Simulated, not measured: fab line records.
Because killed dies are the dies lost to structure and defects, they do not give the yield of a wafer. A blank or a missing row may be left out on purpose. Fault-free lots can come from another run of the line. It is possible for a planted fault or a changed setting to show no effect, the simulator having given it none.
fab line records	flow n5Finfet
record: lots: 12	wafers: 33	lastDay: 17
route steps=1938 shown BEOL_M5@1180 BEOL_M6@1194 PASSIVATION@1936
lots that met no fault: taken from a fault-free run of the same line
startH: the number of hours between the record's first day and the start of the first shown wafer of the lot	waitH: hours since the lot's step before	" identical to the entry in the row above	L1.1+2: a row that stands for several wafers	- either no value or no given start	* or withheld: withheld	< > ~ a bound
route shown NAME@n: names a module that has steps shown in the file, with the first one's number in the route	usual: average and standard deviation across the fault-free wafers	same: alike in all rows	chamber/n: place in a boat	sites: per-site readings	_std_site: the standard deviation of these	_edge_site: mean of outer sites minus mean of inner sites	radiusMm: how far each site lies from the wafer's centre	mask NAME#n: copy n	behind: the most recent tool/chamber to have shaped the wafer	hold: why the lot was held/for how many hours/how that ended	device: names the non-switching transistor (n, p or np)	end of line: the tests these same wafers got at the end of their route	a step without rows: its recipe alone	killed: dies that structure and defects cost at the first sort, which is not the same as the wafer's yield	map: shows each die of a wafer: x if killed, . if not, _ if none is there
set.NAME: setting as actually run; set.NAME@STEP: the setting as run at that earlier step	model.NAME: the simulator's own value behind a step, which no gauge read
the route's steps for a sample of lots (tables are steps, rows are wafers)
services: when a tool's chamber went out of use (startH, in hours from the record's first day, below 0 if earlier), for how many hours, and the reason
== steps ==
step: N5_BEOL_M5_ANNEAL_84
recipe: tempC: 400	timeS: 1800	ambient: vacuum
usual: heaterPowerW: 819/93	susceptor_temp_C_max: 401.1/0.47
lot.wafer	tool	chamber	startH	waitH	heaterPowerW	susceptor_temp_C_max
L120.2	pvdSputter-02	-	185.48	0.0	817	401.2
L120.5	"	-	"	"	806	401.5
L122.1	pvdSputter-02	-	190.03	0.0	862	400.2
L122.4	"	-	"	"	795	401.6
L122.6	"	-	"	"	810	401.2
L121.2	pvdSputter-03	-	201.16	0.0	995	400.9
L121.5	"	-	"	"	948	400.8
L121.6	"	-	"	"	830	400.8
L124.1	pvdSputter-01	-	207.93	0.0	920	400.6
L124.2	"	-	"	"	718	400.8
L124.3	"	-	"	"	739	401.4
L126.2	pvdSputter-02	-	217.71	0.0	818	401.2
L126.4	"	-	"	"	720	400.8
L126.5	"	-	"	"	799	401.5
L125.2	pvdSputter-01	-	218.24	0.0	916	400.6
L125.4	"	-	"	"	702	401.4
L125.6	"	-	"	"	687	401.0
L128.1	pvdSputter-03	-	228.92	0.0	980	401.3
L128.4	"	-	"	"	826	400.9
L128.5	"	-	"	"	831	401.2
L131.3	pvdSputter-03	-	254.98	0.0	802	400.8
L131.4	"	-	"	"	1005	401.5
L131.5	"	-	"	"	810	401.6
L137.3	pvdSputter-01	-	283.34	0.0	699	401.4
L137.6	"	-	"	"	738	401.0
L139.3	pvdSputter-01	-	301.74	0.0	706	400.9
L139.5	"	-	"	"	694	401.6
L142.2	pvdSputter-01	-	309.57	0.0	948	400.9
L142.3	"	-	"	"	743	401.8
L142.5	"	-	"	"	735	401.4
L143.1	pvdSputter-03	-	324.83	0.0	852	400.5
L143.2	"	-	"	"	1015	401.0
L143.3	"	-	"	"	860	401.3
step: N5_BEOL_M5_ANNEAL_51
recipe: tempC: 225	timeS: 90	ambient: N2
usual: annealTempCMax: 226.09/0.25	wafer_temp_C_max: 226.36/0.28
lot.wafer	tool	chamber	startH	waitH	annealTempCMax	wafer_temp_C_max
L120.2	rtpAnneal-02	0	187.99	0.3	226.10	225.80
L120.5	"	0	"	"	225.85	226.31
L122.1	rtpAnneal-01	0	192.32	0.1	225.90	226.56
L122.4	"	0	"	"	226.16	226.42
L122.6	"	0	"	"	226.20	226.32
L121.2	rtpAnneal-02	0	203.51	0.1	226.17	226.08
L121.5	"	0	"	"	226.13	226.24
L121.6	"	0	"	"	226.33	226.26
L124.1	rtpAnneal-01	0	210.23	0.1	225.96	226.59
L124.2	"	0	"	"	225.72	226.20
L124.3	"	0	"	"	225.78	226.21
L126.2	rtpAnneal-02	0	220.06	0.1	226.43	226.29
L126.4	"	0	"	"	226.31	226.30
L126.5	"	0	"	"	226.31	226.19
L125.2	rtpAnneal-01	0	220.58	0.1	225.86	226.91
L125.4	"	0	"	"	226.73	226.64
L125.6	"	0	"	"	225.79	226.80
L128.1	rtpAnneal-02	0	231.22	0.1	226.45	226.78
L128.4	"	0	"	"	226.32	226.15
L128.5	"	0	"	"	226.11	226.32
L131.3	rtpAnneal-02	0	257.37	0.1	226.50	226.58
L131.4	"	0	"	"	225.89	226.35
L131.5	"	0	"	"	226.09	226.31
L137.3	rtpAnneal-01	0	285.73	0.1	226.06	226.26
L137.6	"	0	"	"	226.20	227.01
L139.3	rtpAnneal-02	0	304.12	0.1	226.27	226.40
L139.5	"	0	"	"	226.94	226.82
L142.2	rtpAnneal-02	0	312.21	0.4	226.08	226.88
L142.3	"	0	"	"	226.55	226.22
L142.5	"	0	"	"	225.91	226.53
L143.1	rtpAnneal-02	0	327.13	0.1	225.83	226.54
L143.2	"	0	"	"	225.80	226.68
L143.3	"	0	"	"	225.83	226.19
step: N5_BEOL_M5_DEP_56
recipe: material: SiCN	targetThkA: 80	tempC: withheld	precursor: 3MS/NH3	pressureTorr: 3	rfW: 202	timeS: 14
usual: showerheadPlenumPTorr: 3.660/0.016	throttleValvePct: 8.8/0.43
lot.wafer	tool	chamber	startH	waitH	showerheadPlenumPTorr	throttleValvePct
L120.2	pecvd-03	2	188.85	0.0	3.667	8.9
L120.5	"	1	"	"	3.664	8.3
L122.1	pecvd-02	0	193.33	0.0	3.651	9.7
L122.4	"	2	"	"	3.627	8.5
L122.6	"	2	"	"	3.633	8.7
L121.2	pecvd-03	0	204.41	0.0	3.686	8.8
L121.5	"	2	"	"	3.662	8.4
L121.6	"	1	"	"	3.677	8.4
L124.1	pecvd-02	0	211.02	0.0	3.665	9.7
L124.2	"	2	"	"	3.629	8.2
L124.3	"	1	"	"	3.652	9.1
L126.2	pecvd-03	2	220.80	0.0	3.657	8.6
L126.4	"	1	"	"	3.674	8.2
L126.5	"	2	"	"	3.659	8.6
L125.2	pecvd-03	2	221.32	0.0	3.671	8.7
L125.4	"	0	"	"	3.690	8.7
L125.6	"	1	"	"	3.673	8.0
L128.1	pecvd-02	0	232.02	0.0	3.671	10.0
L128.4	"	0	"	"	3.666	9.7
L128.5	"	0	"	"	3.673	9.6
L131.3	pecvd-01	2	258.06	0.0	3.649	8.4
L131.4	"	2	"	"	3.652	8.2
L131.5	"	1	"	"	3.639	9.3
L137.3	pecvd-02	1	286.43	0.0	3.661	8.8
L137.6	"	0	"	"	3.657	9.7
L139.3	pecvd-01	1	304.82	0.0	3.644	9.0
L139.5	"	2	"	"	3.653	8.6
L142.2	pecvd-03	1	312.95	0.0	3.681	8.3
L142.3	"	2	"	"	3.668	8.5
L142.5	"	2	"	"	3.671	8.6
L143.1	pecvd-01	1	327.91	0.0	3.650	9.5
L143.2	"	0	"	"	3.662	9.0
L143.3	"	2	"	"	3.658	8.6
step: N5_BEOL_M6_ILD_DEP_00
recipe: material: SiCOH_lowk	targetThkA: 1797.5	tempC: 300	precursor: DEMS/porogen	pressureTorr: 5	rfW: 500	timeS: 33.4
usual: heaterPowerW: 297/45	showerheadPlenumPTorr: 5.731/0.02	throttleValvePct: 14.0/0.78
lot.wafer	tool	chamber	startH	waitH	heaterPowerW	showerheadPlenumPTorr	throttleValvePct
L120.2	pecvd-01	1	188.98	0.0	318	5.699	14.1
L120.5	"	2	"	"	414	5.721	14.4
L122.1	pecvd-01	0	193.48	0.0	297	5.747	13.3
L122.4	"	2	"	"	418	5.727	14.2
L122.6	"	1	"	"	321	5.711	13.8
L121.2	pecvd-01	1	204.54	0.0	319	5.708	14.1
L121.5	"	1	"	"	255	5.715	14.3
L121.6	"	0	"	"	280	5.724	13.5
L124.1	pecvd-02	0	211.15	0.0	290	5.739	14.8
L124.2	"	2	"	"	256	5.713	13.3
L124.3	"	1	"	"	279	5.754	13.7
L126.2	pecvd-04	0	220.93	0.0	282	5.718	15.3
L126.4	"	0	"	"	267	5.735	15.3
L126.5	"	2	"	"	253	5.723	13.8
L125.2	pecvd-01	0	221.45	0.0	253	5.735	13.5
L125.4	"	1	"	"	279	5.712	13.9
L125.6	"	1	"	"	279	5.724	14.0
L128.1	pecvd-04	2	232.16	0.0	277	5.725	13.5
L128.4	"	2	"	"	279	5.734	13.4
L128.5	"	0	"	"	261	5.728	15.4
L131.3	pecvd-04	0	258.19	0.0	264	5.720	15.3
L131.4	"	0	"	"	271	5.724	15.6
L131.5	"	1	"	"	294	5.768	13.6
L137.3	pecvd-04	2	286.56	0.0	268	5.727	13.6
L137.6	"	0	"	"	278	5.731	15.7
L139.3	pecvd-04	1	304.95	0.0	357	5.768	13.7
L139.5	"	2	"	"	274	5.731	13.7
L142.2	pecvd-01	1	313.08	0.0	268	5.721	13.9
L142.3	"	2	"	"	412	5.734	13.1
L142.5	"	1	"	"	275	5.701	14.2
L143.1	pecvd-02	2	328.04	0.0	303	5.702	13.5
L143.2	"	0	"	"	330	5.736	15.0
L143.3	"	1	"	"	258	5.739	13.6
step: N5_BEOL_M6_THK_MEAS_01
recipe: reads: SiCOH_lowk_of_BEOL_M6_ILD_DEP_00
usual: M6_ILD_THK: 154.8/2.3
lot.wafer	tool	chamber	startH	waitH	M6_ILD_THK[nm]
L120.2	filmMetro-02	-	189.56	0.4	154.4
L120.5	"	-	"	"	159.3
L122.1	filmMetro-01	-	194.05	0.4	153.0
L122.4	"	-	"	"	156.7
L122.6	"	-	"	"	156.3
L121.2	filmMetro-01	-	205.14	0.4	153.9
L121.5	"	-	"	"	156.4
L121.6	"	-	"	"	154.4
L124.1	filmMetro-01	-	211.72	0.4	153.4
L124.2	"	-	"	"	152.7
L124.3	"	-	"	"	157.0
L126.2	filmMetro-01	-	221.50	0.4	153.5
L126.4	"	-	"	"	157.4
L126.5	"	-	"	"	155.6
L125.2	filmMetro-02	-	222.05	0.4	154.2
L125.4	"	-	"	"	158.4
L125.6	"	-	"	"	157.3
L128.1	filmMetro-02	-	232.74	0.4	153.6
L128.4	"	-	"	"	155.8
L128.5	"	-	"	"	158.7
L131.3	filmMetro-02	-	258.97	0.3	153.7
L131.4	"	-	"	"	154.8
L131.5	"	-	"	"	152.9
L137.3	filmMetro-02	-	287.29	0.3	135.3
L137.6	"	-	"	"	138.7
L139.3	filmMetro-02	-	305.53	0.3	132.4
L139.5	"	-	"	"	155.6
L142.2	filmMetro-01	-	313.65	0.4	152.1
L142.3	"	-	"	"	154.1
L142.5	"	-	"	"	152.9
L143.1	filmMetro-01	-	328.62	0.4	153.9
L143.2	"	-	"	"	155.0
L143.3	"	-	"	"	157.8
step: N5_PASSIVATION_PROBE_49
usual: defectLimitedYield: 91.1/1.4	killed_at_M0_to_M3: 36/9.9	killed_at_M4_up: 13/5.8	killedAtContacts: 14/5.9	killedAtFrontEnd: 39/11	killedAtOther: 3.4/2.9	killedDies: 105/17	killedOpen: 70/13	killedShort: 34/7.3	sort_bin_4_leakage: 0.00/0.0072	sort_bin_5_function: 5.3/1	sort_bin_6_memory: 3.3/0.62	sort_bin_8_speed: 0.01/0.057	sortNPass: 1075/17
same: grossDies: 1180	killedAtBackSide: 0
lot.wafer	tool	chamber	startH	waitH	defectLimitedYield[%]	killed_at_M0_to_M3	killed_at_M4_up	killedAtContacts	killedAtFrontEnd	killedAtOther	killedDies	killedOpen	killedShort	sort_bin_4_leakage[%]	sort_bin_5_function[%]	sort_bin_6_memory[%]	sort_bin_8_speed[%]	sortNPass
L120.2	prober-02	-	292.06	0.1	90.3	37	18	18	40	2	115	77	36	0	5.8	3.3	0	1065
L120.5	prober-02	-	292.21	0.2	91.6	26	16	12	44	1	99	72	24	0	5.5	2.5	0	1081
L122.1	prober-01	-	292.63	0.0	90.4	36	12	16	44	5	113	75	36	0	5.9	3.1	0	1067
L122.4	prober-01	-	292.78	0.2	92.4	35	17	10	23	5	90	57	33	0	4.3	3.3	0	1090
L122.6	prober-01	-	292.88	0.3	90.3	39	9	16	45	6	115	77	37	0	6.2	3.0	0	1065
L121.2	prober-02	-	294.06	0.1	90.6	43	9	9	42	8	111	78	33	0	5.1	4.2	0	1069
L121.5	prober-02	-	294.21	0.2	89.5	55	8	9	48	4	124	87	37	0	7.3	3.1	0	1056
L121.6	prober-02	-	294.26	0.3	93.3	33	11	10	23	2	79	51	28	0	3.3	3.1	0	1101
L124.1	prober-02	-	306.75	0.0	91.9	39	3	8	43	2	95	64	31	0	4.8	3.1	0	1085
L124.2	prober-02	-	306.80	0.1	87.9	43	10	25	58	7	143	103	39	0	7.5	4.2	0	1037
L124.3	prober-02	-	306.85	0.1	90.7	39	9	17	36	9	110	65	39	0	5.3	3.6	0.34	1068
L126.2	prober-02	-	314.62	0.1	87.2	48	17	23	61	2	151	115	33	0	7.9	4.7	0	1029
L126.4	prober-02	-	314.72	0.2	88.6	55	16	13	49	1	134	96	36	0	7.7	3.2	0	1046
L126.5	prober-02	-	314.77	0.2	90.2	39	11	9	55	2	116	80	36	0	5.6	4.0	0	1064
L125.2	prober-02	-	320.27	0.1	90.8	31	19	9	44	5	108	63	45	0	5.0	4.1	0	1072
L125.4	prober-02	-	320.37	0.2	90.9	31	11	13	47	5	107	77	30	0	5.6	3.4	0	1073
L125.6	prober-02	-	320.47	0.3	91.9	41	11	7	30	6	95	62	33	0	4.7	3.0	0	1085
L128.1	prober-01	-	322.65	0.0	90.6	22	18	20	49	2	111	81	29	0	6.6	2.5	0	1069
L128.4	prober-01	-	322.80	0.2	92.5	22	11	15	37	4	89	64	25	0	4.5	2.7	0	1091
L128.5	prober-01	-	322.85	0.2	89.3	39	8	25	52	2	126	78	48	0	6.3	4.2	0	1054
L131.3	prober-01	-	353.81	0.1	92.0	41	6	18	23	6	94	65	27	0.08	4.7	2.9	0	1085
L131.4	prober-01	-	353.86	0.2	92.2	29	13	5	38	7	92	65	22	0	4.3	3.1	0	1088
L131.5	prober-01	-	353.91	0.2	89.4	26	19	15	57	8	125	84	40	0	6.9	3.3	0	1055
L137.3	prober-02	-	385.80	0.1	92.0	23	10	17	41	3	94	68	24	0	4.2	3.6	0	1086
L137.6	prober-02	-	385.95	0.3	93.7	17	11	9	30	7	74	55	16	0	3.6	2.5	0	1106
L139.3	prober-01	-	399.48	0.1	89.2	44	21	11	52	0	128	85	39	0	6.4	4.1	0	1052
L139.5	prober-01	-	399.58	0.2	86.3	45	35	14	63	5	162	104	45	0	8.6	3.8	0	1018
L142.2	prober-02	-	404.79	0.1	90.6	36	18	23	26	8	111	77	34	0	5.3	3.8	0	1069
L142.3	prober-02	-	404.84	0.1	89.2	34	15	29	43	7	128	97	31	0	6.9	3.7	0	1052
L142.5	prober-02	-	404.94	0.2	91.3	38	11	19	31	4	103	62	41	0	4.8	3.7	0	1077
L143.1	prober-02	-	414.09	0.0	91.4	34	8	14	39	7	102	57	45	0	4.3	3.7	0	1078
L143.2	prober-02	-	414.14	0.1	91.8	34	10	9	41	3	97	64	33	0	4.7	3.5	0	1083
L143.3	prober-02	-	414.19	0.1	91.8	32	5	10	41	9	97	56	39	0	5.5	2.4	0	1083
killed by level:class
L120.2 MOL_CONTACT_COAG:geometricParticle:open=16 BEOL_M2:geometricParticle:open=9 FIN_SAQP:geometricParticle:open=8 FIN_SAQP:geometricParticle:short=8 BEOL_M4:geometricParticle:open=8 BEOL_M1:geometricParticle:open=7 BEOL_M3:geometricParticle:open=7 GATE_CUT:geometricParticle:short=6
L120.5 MOL_CONTACT_COAG:geometricParticle:open=11 DUMMY_GATE:geometricParticle:open=10 BEOL_M4:geometricParticle:open=9 STI_FIN_REVEAL:geometricParticle:open=8 BEOL_M0_SAQP:geometricParticle:open=6 BEOL_M0_SAQP:geometricParticle:short=5 BEOL_M3:geometricParticle:open=5 FIN_SAQP:geometricParticle:open=4
L122.1 BEOL_M3:geometricParticle:open=13 FIN_SAQP:geometricParticle:short=12 MOL_CONTACT_COAG:geometricParticle:open=12 FIN_SAQP:geometricParticle:open=10 STI_FIN_REVEAL:geometricParticle:open=6 BEOL_M1:geometricParticle:open=6 MOL_CONTACT_COAG:geometricParticle:short=4 BEOL_M2:geometricParticle:open=4
L122.4 MOL_CONTACT_COAG:geometricParticle:open=9 FIN_SAQP:geometricParticle:short=7 BEOL_M0:geometricParticle:open=7 BEOL_M2:geometricParticle:open=7 GATE_CUT:geometricParticle:short=5 BEOL_M1:geometricParticle:short=5 BEOL_M1:geometricParticle:open=5 FIN_SAQP:geometricParticle:open=4
L122.6 MOL_CONTACT_COAG:geometricParticle:open=11 BEOL_M0_SAQP:geometricParticle:open=11 STI_FIN_REVEAL:geometricParticle:open=10 BEOL_M0_SAQP:geometricParticle:short=8 FIN_SAQP:geometricParticle:open=7 BEOL_M3:geometricParticle:open=7 BEOL_M1:geometricParticle:short=6 DUMMY_GATE:geometricParticle:open=5
L121.2 STI_FIN_REVEAL:geometricParticle:open=18 BEOL_M0_SAQP:geometricParticle:short=14 BEOL_M3:geometricParticle:open=10 DUMMY_GATE:geometricParticle:open=8 MOL_CONTACT_COAG:geometricParticle:open=8 BEOL_M0_SAQP:geometricParticle:open=7 BEOL_M0:geometricParticle:open=5 STI_FIN_REVEAL:geometricParticle:short=4
L121.5 STI_FIN_REVEAL:geometricParticle:open=18 BEOL_M0_SAQP:geometricParticle:open=14 BEOL_M0:geometricParticle:open=11 BEOL_M0_SAQP:geometricParticle:short=9 BEOL_M2:geometricParticle:open=7 MOL_CONTACT_COAG:geometricParticle:open=6 BEOL_M2:geometricParticle:short=5 BEOL_M3:geometricParticle:open=5
L121.6 BEOL_M3:geometricParticle:open=8 BEOL_M2:geometricParticle:open=7 MOL_CONTACT_COAG:geometricParticle:open=6 BEOL_M0_SAQP:geometricParticle:short=6 BEOL_M3:geometricParticle:short=5 STI_FIN_REVEAL:geometricParticle:open=5 STI_FIN_REVEAL:geometricParticle:short=4 MOL_CONTACT_COAG:geometricParticle:short=4
L124.1 BEOL_M0_SAQP:geometricParticle:open=16 FIN_SAQP:geometricParticle:short=15 FIN_SAQP:geometricParticle:open=13 BEOL_M2:geometricParticle:open=9 BEOL_M1:geometricParticle:open=7 MOL_CONTACT_COAG:geometricParticle:open=6 BEOL_M0_SAQP:geometricParticle:short=4 STARTING-WAFER:geometricParticle:open=4
L124.2 FIN_SAQP:geometricParticle:open=37 MOL_CONTACT_COAG:geometricParticle:open=20 FIN_SAQP:geometricParticle:short=11 BEOL_M3:geometricParticle:open=9 BEOL_M0_SAQP:geometricParticle:short=9 BEOL_M0_SAQP:geometricParticle:open=9 BEOL_M2:geometricParticle:open=9 MOL_CONTACT_COAG:geometricParticle:short=5
L124.3 FIN_SAQP:geometricParticle:open=19 MOL_CONTACT_COAG:geometricParticle:open=14 BEOL_M0_SAQP:geometricParticle:short=13 FIN_SAQP:geometricParticle:short=7 BEOL_M0_SAQP:geometricParticle:open=6 BEOL_M1:geometricParticle:open=5 BEOL_M2:geometricParticle:open=5 STI_FIN_REVEAL:geometricParticle:open=3
L126.2 FIN_SAQP:geometricParticle:open=26 MOL_CONTACT_COAG:geometricParticle:open=20 BEOL_M1:geometricParticle:open=18 FIN_SAQP:geometricParticle:short=11 STI_FIN_REVEAL:geometricParticle:open=10 BEOL_M4:geometricParticle:open=9 BEOL_M3:geometricParticle:open=8 BEOL_M0_SAQP:geometricParticle:open=5
L126.4 FIN_SAQP:geometricParticle:open=18 MOL_CONTACT_COAG:geometricParticle:open=12 BEOL_M0:geometricParticle:open=10 STI_FIN_REVEAL:geometricParticle:open=9 BEOL_M0_SAQP:geometricParticle:open=9 BEOL_M0_SAQP:geometricParticle:short=8 BEOL_M2:geometricParticle:open=7 BEOL_M1:geometricParticle:open=7
L126.5 FIN_SAQP:geometricParticle:open=21 BEOL_M1:geometricParticle:open=11 FIN_SAQP:geometricParticle:short=9 MOL_CONTACT_COAG:geometricParticle:open=8 BEOL_M0_SAQP:geometricParticle:open=8 GATE_CUT:geometricParticle:open=7 BEOL_M0_SAQP:geometricParticle:short=7 BEOL_M3:geometricParticle:open=5
L125.2 BEOL_M0_SAQP:geometricParticle:short=15 STI_FIN_REVEAL:geometricParticle:open=12 FIN_SAQP:geometricParticle:open=10 MOL_CONTACT_COAG:geometricParticle:open=7 BEOL_M0_SAQP:geometricParticle:open=6 FIN_SAQP:geometricParticle:short=5 BEOL_M5:geometricParticle:short=5 BEOL_M8:geometricParticle:open=4
L125.4 DUMMY_GATE:geometricParticle:open=13 FIN_SAQP:geometricParticle:open=12 MOL_CONTACT_COAG:geometricParticle:open=10 BEOL_M0_SAQP:geometricParticle:short=10 BEOL_M0_SAQP:geometricParticle:open=7 BEOL_M3:geometricParticle:open=7 FIN_SAQP:geometricParticle:short=6 BEOL_M4:geometricParticle:open=6
L125.6 BEOL_M3:geometricParticle:open=10 FIN_SAQP:geometricParticle:open=8 BEOL_M0_SAQP:geometricParticle:short=8 FIN_SAQP:geometricParticle:short=6 DUMMY_GATE:geometricParticle:open=6 BEOL_M2:geometricParticle:open=6 STI_FIN_REVEAL:geometricParticle:open=5 MOL_CONTACT_COAG:geometricParticle:open=5
L128.1 MOL_CONTACT_COAG:geometricParticle:open=18 STI_FIN_REVEAL:geometricParticle:open=12 FIN_SAQP:geometricParticle:open=9 FIN_SAQP:geometricParticle:short=5 BEOL_M2:geometricParticle:open=5 BEOL_M3:geometricParticle:open=5 GATE_CUT:geometricParticle:open=4 BEOL_M0_SAQP:geometricParticle:open=4
L128.4 STI_FIN_REVEAL:geometricParticle:open=12 MOL_CONTACT_COAG:geometricParticle:open=12 BEOL_M0_SAQP:geometricParticle:short=6 BEOL_M2:geometricParticle:open=6 BEOL_M0_SAQP:geometricParticle:open=5 FIN_SAQP:geometricParticle:short=4 FIN_SAQP:geometricParticle:open=4 BEOL_M3:geometricParticle:open=4
L128.5 MOL_CONTACT_COAG:geometricParticle:open=18 STI_FIN_REVEAL:geometricParticle:open=16 BEOL_M0_SAQP:geometricParticle:short=13 FIN_SAQP:geometricParticle:short=10 BEOL_M0_SAQP:geometricParticle:open=10 MOL_CONTACT_COAG:geometricParticle:short=7 FIN_SAQP:geometricParticle:open=6 GATE_CUT:geometricParticle:short=5
L131.3 MOL_CONTACT_COAG:geometricParticle:open=14 BEOL_M2:geometricParticle:open=11 BEOL_M0_SAQP:geometricParticle:open=8 BEOL_M3:geometricParticle:open=7 FIN_SAQP:geometricParticle:open=4 MOL_CONTACT_COAG:geometricParticle:short=4 MIM_TOP_ETCH:geometricParticle:short=4 DUMMY_GATE:geometricParticle:open=3
L131.4 STI_FIN_REVEAL:geometricParticle:open=10 BEOL_M0_SAQP:geometricParticle:open=9 BEOL_M4:geometricParticle:open=7 MOL_CONTACT_COAG:geometricParticle:open=5 BEOL_M0_SAQP:geometricParticle:short=5 FIN_SAQP:geometricParticle:short=4 BEOL_M3:geometricParticle:open=4 FIN_SAQP:geometricParticle:open=3
L131.5 FIN_SAQP:geometricParticle:open=19 MOL_CONTACT_COAG:geometricParticle:open=11 BEOL_M5:geometricParticle:open=9 STI_FIN_REVEAL:geometricParticle:open=6 GATE_CUT:geometricParticle:short=6 BEOL_M2:geometricParticle:open=6 FIN_SAQP:geometricParticle:short=5 GATE_CUT:geometricParticle:open=5
L137.3 MOL_CONTACT_COAG:geometricParticle:open=14 STI_FIN_REVEAL:geometricParticle:open=12 FIN_SAQP:geometricParticle:open=7 BEOL_M1:geometricParticle:open=6 BEOL_M2:geometricParticle:open=5 DUMMY_GATE:geometricParticle:open=4 GATE_CUT:geometricParticle:open=4 STI_FIN_REVEAL:geometricParticle:short=3
L137.6 FIN_SAQP:geometricParticle:open=12 MOL_CONTACT_COAG:geometricParticle:open=8 STI_FIN_REVEAL:geometricParticle:open=7 BEOL_M0_SAQP:geometricParticle:short=5 BEOL_M0_SAQP:geometricParticle:open=4 BEOL_M3:geometricParticle:open=3 BEOL_M4:geometricParticle:open=3 BEOL_M2:geometricParticle:open=3
L139.3 FIN_SAQP:geometricParticle:open=14 BEOL_M2:geometricParticle:open=12 BEOL_M3:geometricParticle:open=11 BEOL_M4:geometricParticle:open=11 STI_FIN_REVEAL:geometricParticle:open=8 MOL_CONTACT_COAG:geometricParticle:open=7 FIN_SAQP:geometricParticle:short=6 BEOL_M0_SAQP:geometricParticle:short=6
L139.5 BEOL_M4:geometricParticle:open=22 BEOL_M2:geometricParticle:open=15 FIN_SAQP:geometricParticle:open=14 BEOL_M3:geometricParticle:open=11 HKMG_FIN:areaEtch=10 FIN_SAQP:geometricParticle:short=9 MOL_CONTACT_COAG:geometricParticle:open=9 STI_FIN_REVEAL:geometricParticle:open=7
L142.2 MOL_CONTACT_COAG:geometricParticle:open=21 BEOL_M0_SAQP:geometricParticle:short=11 BEOL_M0_SAQP:geometricParticle:open=10 FIN_SAQP:geometricParticle:open=9 BEOL_M5:geometricParticle:open=7 STI_FIN_REVEAL:geometricParticle:open=6 BEOL_M1:geometricParticle:open=5 FIN_SAQP:geometricParticle:short=4
L142.3 MOL_CONTACT_COAG:geometricParticle:open=27 STI_FIN_REVEAL:geometricParticle:open=11 BEOL_M0_SAQP:geometricParticle:open=9 FIN_SAQP:geometricParticle:open=7 BEOL_M4:geometricParticle:open=7 BEOL_M0_SAQP:geometricParticle:short=6 BEOL_M2:geometricParticle:open=6 FIN_SAQP:geometricParticle:short=5
L142.5 MOL_CONTACT_COAG:geometricParticle:open=15 BEOL_M0_SAQP:geometricParticle:short=15 FIN_SAQP:geometricParticle:short=7 STI_FIN_REVEAL:geometricParticle:open=7 BEOL_M0_SAQP:geometricParticle:open=7 BEOL_M3:geometricParticle:open=6 FIN_SAQP:geometricParticle:open=4 MOL_CONTACT_COAG:geometricParticle:short=4
L143.1 STI_FIN_REVEAL:geometricParticle:open=12 MOL_CONTACT_COAG:geometricParticle:open=12 FIN_SAQP:geometricParticle:short=11 BEOL_M0_SAQP:geometricParticle:short=11 BEOL_M0_SAQP:geometricParticle:open=9 BEOL_M0:geometricParticle:open=7 FIN_SAQP:geometricParticle:open=5 GATE_CUT:geometricParticle:short=4
L143.2 STI_FIN_REVEAL:geometricParticle:open=11 FIN_SAQP:geometricParticle:short=10 BEOL_M0_SAQP:geometricParticle:open=10 MOL_CONTACT_COAG:geometricParticle:open=8 BEOL_M0_SAQP:geometricParticle:short=8 FIN_SAQP:geometricParticle:open=5 BEOL_M0:geometricParticle:open=5 BEOL_M3:geometricParticle:open=4
L143.3 FIN_SAQP:geometricParticle:open=12 FIN_SAQP:geometricParticle:short=10 MOL_CONTACT_COAG:geometricParticle:open=10 BEOL_M0_SAQP:geometricParticle:short=10 BEOL_M0_SAQP:geometricParticle:open=7 BEOL_M1:geometricParticle:open=6 GATE_CUT:geometricParticle:short=5 STI_FIN_REVEAL:geometricParticle:open=4
== services ==
tool	chamber	startH	hours	kind
pvdSputter-01	-	163.99	2.8	repair
pecvd-03	-	168.28	1.8	repair
pecvd-01	2	202.38	-	clean
pecvd-01	2	202.38	-	consumableReplace:showerhead
pecvd-01	2	202.38	29.0	scheduledDown
pecvd-01	2	202.38	29.0	ventCycle
pecvd-04	-	205.06	9.1	repair
pecvd-02	1	221.97	20.4	repair
pecvd-01	1	238.05	5.5	scheduledDown
pecvd-03	0	262.05	7.4	repair
pecvd-03	2	266.43	2.0	repair
pecvd-04	-	303.32	1.0	repair
pecvd-04	-	319.57	2.8	pm
== key ==
firstSign: step: N5_BEOL_M6_THK_MEAS_01	reading: M6_ILD_THK	direction: down	sigmas: 8.4	usual: 154.8	struck: 135.5
effect none on later readings
metAt N5_BEOL_M6_ILD_DEP_00
struckLots L137,L139
struckWafers L137.3,L137.6,L139.3
baselineLoss: step: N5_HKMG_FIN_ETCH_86	wafers: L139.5
notActingAt N5_BEOL_M5_ANNEAL_84,N5_BEOL_M5_ANNEAL_51,N5_BEOL_M5_DEP_56
onsetBetween 258.19 286.56
fault: kind: processParameterDrift	tool: pecvd-04	chamber: -	onsetH: 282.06	steps: N5_BEOL_M6_ILD_DEP_00	channel: timeS	offset: *	shape: step	endH: 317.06	scope: struckWafersOnly	actsIn: *	stated: *
baselineLoss: these wafers lose ten dies or more at that step, a loss of the line's own and not of a fault; the sort's usual values leave them out
